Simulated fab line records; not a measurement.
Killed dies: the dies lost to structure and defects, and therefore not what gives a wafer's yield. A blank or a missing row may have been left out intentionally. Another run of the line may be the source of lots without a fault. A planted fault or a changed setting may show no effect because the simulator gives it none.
Matching of chambers    flow nand_harc    NHARC_P_M0_STRIP_18 on rie_diel-04: 4 sister chambers
The step strips in N2/H2. 7 wafers are shown with their chamber, then 9 later ones without.

## WAFERS, EACH WITH ITS CHAMBER
wafer   chamber  showerhead_plenum_p_Torr (Torr)  drypump_motor_current_A (A)
L082.6  2        2.15                             5.7
L083.6  3        2.08                             6.3
L084.1  3        2.07                             6.2
L084.5  2        2.15                             5.7
L085.2  1        2.03                             5.1
L085.5  0        1.89                             6.8
L085.6  1        2.03                             5.1

## WAFERS WITHOUT THEIR CHAMBER
wafer   showerhead_plenum_p_Torr (Torr)  drypump_motor_current_A (A)
L089.1  1.88                             6.8
L089.3  2.07                             6.3
L089.4  2.03                             5.1
L088.3  2.03                             5.1
L088.4  2.14                             5.7
L088.6  2.14                             5.7
L097.1  2.07                             6.2
L097.2  2.14                             5.7
L097.6  2.02                             5.1

## EACH ONE'S CHAMBER
wafer   from the rows above  in truth
L089.1  0                    0
L089.3  3                    3
L089.4  1                    1
L088.3  1                    1
L088.4  2                    2
L088.6  2                    2
L097.1  3                    3
L097.2  2                    2
L097.6  1                    1
Placed correctly: 9 of 9. From these rows, 0 cannot be placed. 0 placed wrongly.
How it was worked out, from the rows above alone: a wafer's distance from a chamber is the root of the sum, over the readings, of the square of ((its reading less the chamber's mean) divided by the reading's scatter). If the next closest chamber is less than 2 further off than the closest, the wafer can't be placed; otherwise it belongs to the closest. For every chamber, the mean is computed from those of its wafers that are shown. The scatter: take each reading less its chamber's mean, square it, sum over the shown wafers, divide by the number of wafers less the number of chambers, and take the root.
